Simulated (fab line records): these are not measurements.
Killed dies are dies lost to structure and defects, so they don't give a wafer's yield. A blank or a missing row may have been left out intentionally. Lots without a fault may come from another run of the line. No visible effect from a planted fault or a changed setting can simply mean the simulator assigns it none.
3 desks, one fault :: flow n5 finfet :: every desk sees just its own numbers, and what lay behind them comes last

AT THE METROLOGY DESK
What the gauges read, lot by lot, whatever tool the lot ran on: means of the sampled wafers that have a number. The brackets show how far a lot's mean lies from the usual mean; more than 4 standard deviations puts the lot out of limits, marked OUT. 7 of its 12 readings are shown, namely those furthest out on some lot.
Columns: A = cd nm at N5_BEOL_M4_CD_MEAS_28, usual 26.32 nm; B = V3_OVL at N5_BEOL_M4_OVL_MEAS_29, usual 0.2 nm; C = DIBL_N at N5_BEOL_M4_RC_MEAS_101, usual 36.4 mV/V; D = IOFF_N at N5_BEOL_M4_RC_MEAS_101, usual 0.16 nA/um; E = IOFF_P at N5_BEOL_M4_RC_MEAS_101, usual 0.21 nA/um; F = SS_N at N5_BEOL_M4_RC_MEAS_101, usual 71.5 mV/dec; G = VT_N at N5_BEOL_M4_RC_MEAS_101, usual 250 mV
lot: L952
first seen here: day 7 10:14
A: 26.10
B: 1.2
C: 36.8
D: 0.18
E: 0.29
F: 72.0
G: 248

lot: L962
first seen here: day 10 11:44
A: 26.13
B: 0.5
C: 36.8
D: 0.16
E: 0.20
F: 71.5
G: 248

lot: L969
first seen here: day 12 12:11
A: 26.72
B: 1.6
C: 37.2
D: 0.14
E: 0.19
F: 71.2
G: 253

lot: L970
first seen here: day 12 12:22
A: 26.44
B: -0.4
C: 36.8
D: 0.15
E: 0.17
F: 72.0
G: 252

lot: L972
first seen here: day 13 03:16
A: 26.02
B: 0.6
C: 40.6
D: 0.23
E: 0.27
F: 72.7
G: 243

lot: L974
first seen here: day 13 15:45
A: 26.32
B: -1.0
C: 37.1
D: 0.16
E: 0.20
F: 70.7
G: 249
Finding of this desk: none of the 6 lots has anything out of limits.

THE DEFECT DESK
Lot by lot, what the route's inspections counted, given as the mean of those sampled wafers with a number. The brackets show how far a lot's mean lies from the usual mean; more than 4 standard deviations puts the lot out of limits, marked OUT.
Columns: A = raw defect count at N5_BEOL_M4_INSPECT_30, usual 425
lot: L952
first seen here: day 7 10:20
A: 261

lot: L962
first seen here: day 10 11:50
A: 429

lot: L969
first seen here: day 12 12:16
A: 358

lot: L970
first seen here: day 12 12:27
A: 404

lot: L972
first seen here: day 13 03:21
A: 360

lot: L974
first seen here: day 13 15:50
A: 415
Finding of this desk: none of the 6 lots has anything out of limits.

DESK OF THE TOOL OWNER: rie diel-04
The tool's own readings at N5_BEOL_M4_DESCUM_33 (chemistry O2, time 7 s): means of the sampled wafers that have a number, for each lot that ran on this tool. The brackets show how far a lot's mean lies from the usual mean; more than 4 standard deviations puts the lot out of limits, marked OUT.
Columns: A = drypump motor current A at N5_BEOL_M4_DESCUM_33, usual 5.6 A; B = oes product au at N5_BEOL_M4_DESCUM_33, usual 0.81 a.u.; C = rf vpp V at N5_BEOL_M4_DESCUM_33, usual 243.3 V; D = showerhead plenum p Torr at N5_BEOL_M4_DESCUM_33, usual 2.09 Torr; E = throttle valve pct at N5_BEOL_M4_DESCUM_33, usual 20.30 %
lot: L962
first seen here: day 10 11:52
A: 5.9
B: 0.88
C: 243.3
D: 2.09
E: 20.26

lot: L969
first seen here: day 12 12:18
A: 5.4
B: 0.84
C: 243.1
D: 2.08
E: 20.45

lot: L972
first seen here: day 13 03:23
A: 5.9
B: 0.82
C: 242.1
D: 2.06
E: 20.26
Finding of this desk: none of the 3 lots has anything out of limits.

BROUGHT TOGETHER
Metrology desk: nothing out of limits seen.
Nothing the defect desk looked at was out of limits.
The tool owner's desk saw nothing out of limits.

WHAT THE SIMULATOR PUT IN
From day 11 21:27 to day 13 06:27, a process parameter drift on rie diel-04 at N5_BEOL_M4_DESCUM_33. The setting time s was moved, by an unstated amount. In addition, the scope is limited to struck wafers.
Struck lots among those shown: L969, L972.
